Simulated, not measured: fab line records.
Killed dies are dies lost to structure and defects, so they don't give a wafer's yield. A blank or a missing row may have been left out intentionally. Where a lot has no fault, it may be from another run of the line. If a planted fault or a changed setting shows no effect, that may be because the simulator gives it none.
fab line records	flow nand-harc
record lots=13	wafers=37	last-day=33
route steps=1302 shown P_GATE@209 P_CONTACT@232 END@1302
lots untouched by any fault: they come from a run of this same line in which no faults occurred
start-h: hours from the record's opening day to when the first of the lot's shown wafers began	wait-h: hours from the lot's prior step to this one	" unchanged from the row above	L1.1+2: a row that stands for several wafers	- either no value or no given start	* or withheld: withheld	< > ~ a bound
route shown NAME@n: names a module that has steps shown in the file, with the first one's number in the route	usual: mean/standard deviation taken from wafers without a fault	same: alike in all rows	chamber/n: place in a boat	sites: the reading at each site	_std_site: the values' standard deviation	_edge_site: outer sites' mean less inner sites'	radius-mm: for every site, how far away it sits from the centre of the wafer	mask NAME#n: copy n	behind: the tool/chamber that last shaped the wafer	hold: the reason the lot was held/the length of the hold in hours/how it ended	device: the n, p or np transistor that did not switch	end of line: the route-end tests of the same wafers	step lacking rows: just its recipe	killed: the dies lost at the first sort to structure and to defects; this is not the yield of the wafer	map: shows each die of a wafer: x if killed, . if not, _ if none is there
set.NAME: the setting that was run; set.NAME@STEP: the one run at that earlier step	model.NAME: the simulator's own value behind a step, which no gauge read
one table for each step of the route and one row for each wafer, over a sample of lots
services: from which hour (start-h, from the record's first day; less than 0 if before it) a tool's chamber was out of use, for how many hours, and why
## steps
# step NHARC_P_GATE_DEGAS_109
# recipe temp-c=300	time-s=60
# usual heater-power-w=474/56	susceptor-temp-C=300.01/0.2
lot.wafer	tool	chamber	start-h	wait-h	heater-power-w	susceptor-temp-C
L658.4	pvd-sputter-03	-	113.14	0.1	468	300.09
L658.2	"	-	"	"	455	299.82
L658.1	"	-	"	"	426	299.95
L659.3	pvd-sputter-03	-	124.66	0.1	512	300.40
L659.1	"	-	"	"	462	300.01
L659.6	"	-	"	"	440	299.72
L662.6	pvd-sputter-01	-	158.96	0.1	406	299.74
L666.4	pvd-sputter-02	-	199.13	0.1	543	300.04
L666.3	"	-	"	"	485	299.69
L666.5	"	-	"	"	557	300.30
L667.4	pvd-sputter-02	-	205.34	0.1	390	299.84
L667.3	"	-	"	"	555	300.18
L667.6	"	-	"	"	373	299.82
L669.1	pvd-sputter-03	-	222.43	0.1	440	300.14
L669.4	"	-	"	"	432	299.82
L669.3	"	-	"	"	451	299.78
L671.1	pvd-sputter-03	-	246.39	0.1	514	299.97
L671.2	"	-	"	"	448	300.06
L671.6	"	-	"	"	441	299.93
L673.2	pvd-sputter-03	-	262.52	0.1	446	299.75
L673.1	"	-	"	"	446	300.19
L673.6	"	-	"	"	442	299.87
L674.4	pvd-sputter-03	-	272.14	0.1	436	299.49
L674.1	"	-	"	"	430	299.82
L674.6	"	-	"	"	530	299.98
L678.1	pvd-sputter-02	-	313.82	0.1	529	300.05
L678.4	"	-	"	"	412	300.02
L678.5	"	-	"	"	525	300.06
L679.2	pvd-sputter-01	-	325.02	0.1	401	300.02
L679.4	"	-	"	"	523	299.63
L679.5	"	-	"	"	408	299.86
L680.2	pvd-sputter-01	-	337.14	0.1	562	-
L680.4	"	-	"	"	419	-
L680.6	"	-	"	"	540	-
L681.2	pvd-sputter-01	-	344.86	0.1	521	300.07
L681.4	"	-	"	"	418	299.94
L681.6	"	-	"	"	564	299.88
# step NHARC_P_CONTACT_CD_MEAS_12
# recipe target-cd-nm=90	landing-energy-ev=500
# usual cd-nm=90.1/0.45
lot.wafer	tool	chamber	start-h	wait-h	cd-nm
L658.1	cd-sem-03	0	115.79	-	89.8
L658.2	"	0	"	"	89.4
L658.4	"	0	"	"	89.5
L659.1	cd-sem-03	0	127.11	-	90.2
L659.3	"	0	"	"	90.6
L659.6	"	0	"	"	90.5
L662.6	cd-sem-03	0	161.52	-	90.5
L666.3	cd-sem-03	0	201.70	-	89.8
L666.4	"	0	"	"	90.6
L666.5	"	0	"	"	90.2
L667.3	cd-sem-01	0	207.92	-	90.2
L667.4	"	0	"	"	89.8
L667.6	"	0	"	"	90.3
L669.1	cd-sem-02	0	225.01	-	90.2
L669.3	"	0	"	"	90.2
L669.4	"	0	"	"	90.2
L671.1	cd-sem-03	0	248.95	-	90.8
L671.2	"	0	"	"	90.1
L671.6	"	0	"	"	90.5
L673.1	cd-sem-02	0	264.96	-	89.5
L673.2	"	0	"	"	90.0
L673.6	"	0	"	"	90.1
L674.1	cd-sem-02	0	274.73	-	90.3
L674.4	"	0	"	"	90.0
L674.6	"	0	"	"	90.0
L678.1	cd-sem-02	0	316.44	-	90.1
L678.4	"	0	"	"	89.5
L678.5	"	0	"	"	89.6
L679.2	cd-sem-01	0	327.71	-	89.9
L679.4	"	0	"	"	89.6
L679.5	"	0	"	"	90.1
L680.2	cd-sem-01	0	339.71	-	89.8
L680.4	"	0	"	"	89.9
L680.6	"	0	"	"	89.8
L681.2	cd-sem-02	0	347.48	-	90.3
L681.4	"	0	"	"	90.5
L681.6	"	0	"	"	90.6
# step NHARC_P_CONTACT_ETCH_18
# recipe target-depth-a=4810	time-s=240.5	c4f8-flow-sccm=20	o2-flow-sccm=10	ar-flow-sccm=withheld	rf-w=600	bias-w=1500	chemistry=C4F8/O2/Ar
# usual bias-w=1500/4.5	oes-product-au=0.963/0.019	rf-vpp-V=980/5.9	run-length-s=262.0/0.45
lot.wafer	tool	chamber	start-h	wait-h	bias-w	oes-product-au	rf-hours-counter-h	rf-vpp-V	run-length-s
L658.2	rie-diel-13	3	116.46	-	1500	0.985	3.7	988	262.5
L658.1	"	1	"	"	1501	0.966	3.8	986	261.9
L658.4	"	2	"	"	1511	0.981	3.9	978	262.4
L659.1	rie-diel-13	3	127.78	-	1499	0.956	4.5	986	262.1
L659.3	"	0	"	"	1498	0.963	4.5	979	261.7
L659.6	"	0	"	"	1500	0.963	-	981	262.1
L662.6	rie-diel-13	0	162.26	-	-	0.970	-	981	198.7
L666.4	rie-diel-06	1	202.38	-	1502	0.971	1.7	979	261.9
L666.3	"	2	"	"	1506	0.965	1.4	971	261.8
L666.5	"	1	"	"	1505	0.977	-	981	262.0
L667.4	rie-diel-06	3	208.57	-	1503	0.983	1.9	979	262.3
L667.3	"	2	"	"	1495	0.966	1.9	971	262.2
L667.6	"	3	"	"	1508	0.990	-	978	262.6
L669.4	rie-diel-06	0	225.67	-	1497	0.965	2.9	986	262.1
L669.1	"	1	"	"	1502	0.950	3.3	980	261.9
L669.3	"	3	"	"	1492	0.976	2.6	979	262.7
L671.2	rie-diel-06	3	249.65	-	1495	0.967	3.1	978	262.4
L671.1	"	0	"	"	1499	0.967	3.5	986	262.4
L671.6	"	1	"	"	1505	0.986	-	979	262.1
L673.1	rie-diel-06	2	265.62	-	1498	0.933	3.9	971	262.5
L673.2	"	0	"	"	1496	0.929	4.1	985	262.2
L673.6	"	3	"	"	1492	0.935	-	979	262.5
L674.4	rie-diel-06	0	275.43	-	1503	0.957	4.7	986	262.2
L674.1	"	1	"	"	1494	0.961	5.0	981	261.6
L674.6	"	2	"	"	1497	0.989	-	971	262.1
L678.1	rie-diel-06	2	317.12	-	1500	0.968	0.3	969	262.3
L678.4	"	0	"	"	1501	0.948	0.2	985	262.4
L678.5	"	1	"	"	1493	0.957	-	980	261.5
L679.2	rie-diel-02	2	328.39	-	1500	0.955	5.5	971	260.9
L679.4	"	3	"	"	1506	0.968	5.4	978	261.8
L679.5	"	2	"	"	1500	0.949	-	972	261.3
L680.2	rie-diel-06	3	340.75	-	1499	0.925	0.9	980	262.9
L680.4	"	1	"	"	1495	0.926	0.9	979	261.6
L680.6	"	3	"	"	1500	0.935	-	979	262.3
L681.4	rie-diel-02	0	348.56	-	1498	0.926	6.9	982	262.3
L681.2	"	1	"	"	1503	0.915	7.2	988	261.5
L681.6	"	3	"	"	1495	0.928	-	977	261.8
# step NHARC_P_CONTACT_PVD_32
# recipe target-thk-a=50	chamber-pressure-pa=5	power-w=5000	substrate-temp-c=200	time-s=17.7	material=Ti
# usual throttle-valve-pct=29.5/0.74
lot.wafer	tool	chamber	start-h	wait-h	throttle-valve-pct
L658.2	pvd-sputter-03	-	-	-	29.2
L658.1	"	-	"	"	30.0
L658.4	"	-	"	"	29.5
L659.1	pvd-sputter-01	-	-	-	29.0
L659.3	"	-	"	"	29.1
L659.6	"	-	"	"	28.7
L662.6	pvd-sputter-01	-	-	-	28.8
L666.3	pvd-sputter-02	-	-	-	30.7
L666.4	"	-	"	"	30.0
L666.5	"	-	"	"	30.6
L667.4	pvd-sputter-01	-	-	-	28.9
L667.3	"	-	"	"	29.6
L667.6	"	-	"	"	29.3
L669.4	pvd-sputter-02	-	-	-	30.0
L669.1	"	-	"	"	30.3
L669.3	"	-	"	"	28.9
L671.1	pvd-sputter-01	-	-	-	30.2
L671.2	"	-	"	"	28.2
L671.6	"	-	"	"	30.0
L673.2	pvd-sputter-01	-	-	-	28.3
L673.1	"	-	"	"	30.0
L673.6	"	-	"	"	28.3
L674.4	pvd-sputter-02	-	-	-	30.2
L674.1	"	-	"	"	31.0
L674.6	"	-	"	"	28.6
L678.1	pvd-sputter-02	-	-	-	30.3
L678.4	"	-	"	"	28.8
L678.5	"	-	"	"	28.7
L679.4	pvd-sputter-01	-	-	-	29.7
L679.2	"	-	"	"	29.9
L679.5	"	-	"	"	28.3
L680.4	pvd-sputter-01	-	-	-	29.6
L680.2	"	-	"	"	29.9
L680.6	"	-	"	"	29.5
L681.2	pvd-sputter-01	-	-	-	30.1
L681.4	"	-	"	"	28.5
L681.6	"	-	"	"	30.0
# step NHARC_END_SORT_01
# recipe temp-c=25
# usual defect-limited-yield=91/3	killed-at-array=56/20	killed-at-other=1/1.3	killed-at-periphery=3.5/2.7	killed-dies=60/20	killed-open=3.3/1.6	killed-short=2.4/1.5
# same gross-dies=677
lot.wafer	tool	chamber	start-h	wait-h	defect-limited-yield[%]	killed-at-array	killed-at-other	killed-at-periphery	killed-dies	killed-open	killed-short
L658.1	prober-02	0	533.94	2.5	94	41	0	3	44	2	5
L658.2	prober-02	0	534.73	2.8	91	58	0	6	64	7	1
L658.4	prober-02	0	536.30	3.4	91	56	0	5	61	4	3
L659.1	prober-02	0	563.66	2.5	87	76	1	9	86	3	4
L659.3	prober-02	0	565.26	3.1	89	74	1	2	77	3	4
L659.6	prober-02	0	567.67	4.0	90	62	0	7	69	4	3
L666.3	prober-01	0	633.56	3.1	90	68	1	0	69	3	4
L666.4	prober-01	0	634.36	3.4	90	59	6	2	67	2	3
L666.5	prober-01	0	635.16	3.7	92	48	1	3	52	4	1
L667.3	prober-02	0	648.84	3.1	91	53	1	4	58	1	3
L667.4	prober-02	0	649.65	3.4	91	61	0	3	64	4	4
L667.6	prober-02	0	651.26	4.0	92	50	0	1	51	1	3
L673.1	prober-02	0	711.14	2.5	92	52	2	1	55	4	5
L673.2	prober-02	0	711.94	2.8	94	39	1	1	41	4	1
L673.6	prober-02	0	715.12	4.0	91	51	3	4	58	6	3
L674.1	prober-02	0	721.96	2.5	82	117	2	1	120	3	1
L674.4	prober-02	0	724.35	3.4	84	105	0	2	107	4	4
L674.6	prober-02	0	725.94	4.0	89	74	1	1	76	4	0
L679.2	prober-02	0	772.10	2.8	92	48	4	1	53	4	2
L679.4	prober-02	0	773.69	3.4	94	37	1	2	40	2	0
L679.5	prober-02	0	774.49	3.7	94	38	0	2	40	3	5
# killed by level:class
L658.1 A_CHANNEL_HOLE_D2:chamber-film-flake=12 A_CONTACT:chamber-film-flake=11 A_SGD_CUT:chamber-film-flake=4 A_SLIT:chamber-film-flake=3 A_SGD_CUT:geometric-particle:short=2 P_GATE:chamber-film-flake=2 A_STAIRCASE:chamber-film-flake=2 P_CONTACT:geometric-particle:short=1
L658.2 A_CHANNEL_HOLE_D2:chamber-film-flake=34 A_CONTACT:chamber-film-flake=10 A_SLIT:chamber-film-flake=5 A_SGD_CUT:chamber-film-flake=3 P_CONTACT:geometric-particle:open=2 P_M0:geometric-particle:open=2 A_STAIRCASE:chamber-film-flake=2 P_STI:geometric-particle:open=1
L658.4 A_CHANNEL_HOLE_D2:chamber-film-flake=32 A_CONTACT:chamber-film-flake=7 A_SLIT:chamber-film-flake=4 P_GATE:chamber-film-flake=3 A_STAIRCASE:chamber-film-flake=2 A_SGD_CUT:chamber-film-flake=2 P_GATE:geometric-particle:open=1 P_CONTACT:geometric-particle:open=1
L659.1 A_CHANNEL_HOLE_D1:chamber-film-flake=30 A_SLIT:chamber-film-flake=19 A_CHANNEL_HOLE_D2:chamber-film-flake=9 A_STAIRCASE:chamber-film-flake=4 A_WL_FILL:chamber-film-flake=4 A_M0:geometric-particle:short=3 P_ZERO_WELL:chamber-film-flake=3 P_M0:chamber-film-flake=3
L659.3 A_CHANNEL_HOLE_D1:chamber-film-flake=27 A_SLIT:chamber-film-flake=21 A_CHANNEL_HOLE_D2:chamber-film-flake=9 A_STAIRCASE:chamber-film-flake=5 A_CHANNEL_FILL_D2:chamber-film-flake=2 A_CONTACT:chamber-film-flake=2 P_ZERO_WELL:geometric-particle:short=1 A_CHANNEL_HOLE_D1:geometric-particle:open=1
L659.6 A_CHANNEL_HOLE_D1:chamber-film-flake=21 A_SLIT:chamber-film-flake=17 A_CHANNEL_HOLE_D2:chamber-film-flake=4 P_ZERO_WELL:chamber-film-flake=3 A_CHANNEL_FILL_D2:chamber-film-flake=3 A_STAIRCASE:chamber-film-flake=3 A_WL_FILL:chamber-film-flake=3 A_CONTACT:chamber-film-flake=3
L666.3 A_CHANNEL_HOLE_D2:chamber-film-flake=32 A_SLIT:chamber-film-flake=24 A_CONTACT:chamber-film-flake=2 A_SOURCE_PLATE:geometric-particle:open=1 A_CHANNEL_FILL_D1:geometric-particle:short=1 A_ONON_D2:geometric-particle:short=1 A_CHANNEL_HOLE_D2:geometric-particle:short=1 A_SGD_CUT:geometric-particle:open=1
L666.4 A_SLIT:chamber-film-flake=29 A_CHANNEL_HOLE_D2:chamber-film-flake=18 THIN_TSV:chamber-film-flake=5 A_CHANNEL_HOLE_D1:chamber-film-flake=4 A_CHANNEL_FILL_D2:chamber-film-flake=3 A_CHANNEL_FILL_D2:geometric-particle:short=2 P_GATE:geometric-particle:open=1 A_CHANNEL_FILL_D1:geometric-particle:open=1
L666.5 A_SLIT:chamber-film-flake=23 A_CHANNEL_HOLE_D2:chamber-film-flake=13 A_CHANNEL_HOLE_D1:chamber-film-flake=6 P_STI:geometric-particle:short=1 P_CONTACT:geometric-particle:open=1 A_CONTACT:geometric-particle:open=1 A_BLC:geometric-particle:open=1 A_M0:geometric-particle:open=1
L667.3 A_SLIT:chamber-film-flake=24 A_CHANNEL_HOLE_D2:chamber-film-flake=15 A_CONTACT:chamber-film-flake=7 A_CHANNEL_FILL_D1:geometric-particle:short=2 P_BONDPAD:chamber-film-flake=2 P_M0:geometric-particle:short=1 A_ONON_D1:geometric-particle:open=1 P_GATE:chamber-film-flake=1
L667.4 A_SLIT:chamber-film-flake=28 A_CHANNEL_HOLE_D2:chamber-film-flake=16 A_CHANNEL_HOLE_D1:chamber-film-flake=3 A_CHANNEL_FILL_D1:chamber-film-flake=3 A_CONTACT:chamber-film-flake=3 P_GATE:geometric-particle:open=1 P_CONTACT:geometric-particle:short=1 A_ONON_D1:geometric-particle:short=1
L667.6 A_SLIT:chamber-film-flake=25 A_CHANNEL_HOLE_D2:chamber-film-flake=12 A_CONTACT:chamber-film-flake=4 A_CHANNEL_HOLE_D1:chamber-film-flake=2 A_SOURCE_PLATE:geometric-particle:short=1 A_DECK1_JOINT:geometric-particle:short=1 A_ONON_D2:geometric-particle:short=1 A_BLC:geometric-particle:open=1
L673.1 A_CHANNEL_HOLE_D1:chamber-film-flake=31 A_CONTACT:chamber-film-flake=4 A_ONON_D1:geometric-particle:open=2 A_CHANNEL_FILL_D1:geometric-particle:short=2 A_DECK1_JOINT:chamber-film-flake=2 A_CHANNEL_HOLE_D2:chamber-film-flake=2 A_STAIRCASE:chamber-film-flake=2 A_SLIT:chamber-film-flake=2
L673.2 A_CHANNEL_HOLE_D1:chamber-film-flake=18 A_CONTACT:chamber-film-flake=5 A_STAIRCASE:chamber-film-flake=4 A_SLIT:chamber-film-flake=3 A_ONON_D1:geometric-particle:open=2 A_CHANNEL_HOLE_D2:chamber-film-flake=2 A_CHANNEL_HOLE_D1:geometric-particle:open=1 A_WL_FILL:geometric-particle:short=1
L673.6 A_CHANNEL_HOLE_D1:chamber-film-flake=33 A_CONTACT:chamber-film-flake=5 P_CONTACT:geometric-particle:open=2 A_CHANNEL_FILL_D1:geometric-particle:open=2 A_STAIRCASE:chamber-film-flake=2 A_SLIT:chamber-film-flake=2 A_M1:chamber-film-flake=2 THIN_TSV:chamber-film-flake=2
L674.1 A_CHANNEL_HOLE_D1:chamber-film-flake=39 A_SLIT:chamber-film-flake=32 A_CHANNEL_HOLE_D2:chamber-film-flake=27 A_CONTACT:chamber-film-flake=9 A_WL_FILL:chamber-film-flake=3 A_STAIRCASE:chamber-film-flake=2 A_SGD_CUT:geometric-particle:open=1 A_WL_FILL:geometric-particle:open=1
L674.4 A_SLIT:chamber-film-flake=34 A_CHANNEL_HOLE_D1:chamber-film-flake=28 A_CHANNEL_HOLE_D2:chamber-film-flake=24 A_WL_FILL:chamber-film-flake=5 A_DECK1_JOINT:chamber-film-flake=3 P_GATE:chamber-film-flake=2 A_CONTACT:chamber-film-flake=2 A_ONON_D1:geometric-particle:short=1
L674.6 A_SLIT:chamber-film-flake=34 A_CHANNEL_HOLE_D1:chamber-film-flake=16 A_CHANNEL_HOLE_D2:chamber-film-flake=13 A_CONTACT:chamber-film-flake=5 A_STAIRCASE:chamber-film-flake=2 P_CONTACT:geometric-particle:open=1 A_ONON_D1:geometric-particle:open=1 THIN_TSV:chamber-film-flake=1
L679.2 A_CHANNEL_HOLE_D1:chamber-film-flake=22 A_CONTACT:chamber-film-flake=11 A_SLIT:chamber-film-flake=5 THIN_TSV:chamber-film-flake=4 A_DECK1_JOINT:chamber-film-flake=2 A_WL_FILL:chamber-film-flake=2 A_CHANNEL_HOLE_D1:geometric-particle:open=1 A_CHANNEL_FILL_D1:geometric-particle:open=1
L679.4 A_CHANNEL_HOLE_D1:chamber-film-flake=16 A_CONTACT:chamber-film-flake=11 A_SLIT:chamber-film-flake=5 A_CHANNEL_FILL_D1:chamber-film-flake=2 P_M1:geometric-particle:open=1 A_SGD_CUT:geometric-particle:open=1 P_ZERO_WELL:chamber-film-flake=1 A_DECK1_JOINT:chamber-film-flake=1
L679.5 A_CHANNEL_HOLE_D1:chamber-film-flake=13 A_CONTACT:chamber-film-flake=10 A_SLIT:chamber-film-flake=5 A_DECK1_JOINT:chamber-film-flake=2 P_M0:geometric-particle:short=1 A_ONON_D1:geometric-particle:open=1 A_ONON_D1:geometric-particle:short=1 A_CHANNEL_HOLE_D1:geometric-particle:open=1
## services
tool	chamber	start-h	hours	kind
pvd-sputter-02	-	104.00	10.0	pm
pvd-sputter-01	-	116.01	3.7	repair
rie-diel-13	0	129.16	28.3	repair
rie-diel-06	-	130.21	9.0	pm
rie-diel-06	2	153.21	13.1	repair
pvd-sputter-03	-	162.77	5.9	repair
rie-diel-13	-	165.00	9.0	pm
pvd-sputter-03	-	170.00	10.0	pm
rie-diel-02	3	179.11	15.8	repair
rie-diel-13	0	185.99	8.2	repair
rie-diel-02	3	205.51	12.6	repair
pvd-sputter-03	-	210.82	1.1	repair
pvd-sputter-01	-	226.00	10.0	pm
pvd-sputter-03	-	252.93	0.6	repair
rie-diel-06	1	254.48	9.7	repair
rie-diel-06	2	276.16	15.3	repair
pvd-sputter-02	-	282.00	10.0	pm
pvd-sputter-03	-	290.96	5.5	repair
pvd-sputter-02	-	303.07	4.6	repair
rie-diel-06	-	307.21	9.0	pm
pvd-sputter-02	-	324.53	2.1	repair
pvd-sputter-02	-	338.00	10.5	repair
rie-diel-13	-	342.00	9.0	pm
pvd-sputter-03	-	348.00	10.0	pm
## key
first-sign step=NHARC_P_CONTACT_ETCH_18	reading=run-length-s	direction=down	sigmas=99+	usual=*	struck=*
effect none on later readings
met-at NHARC_P_CONTACT_ETCH_18
struck-lots L662
struck-wafers L662.6
rows-end L662.6
not-acting-at NHARC_P_GATE_DEGAS_109,NHARC_P_CONTACT_CD_MEAS_12,NHARC_P_CONTACT_PVD_32
onset-between 127.78 162.26
fault kind=process-parameter-drift	tool=rie-diel-13	chamber=0	onset-h=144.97	steps=NHARC_P_CONTACT_ETCH_18	channel=time-s	offset=*	shape=step	acts-in=*	stated=*
# rows-end: these wafers met a further fault down the route, and their rows from its step on are left out
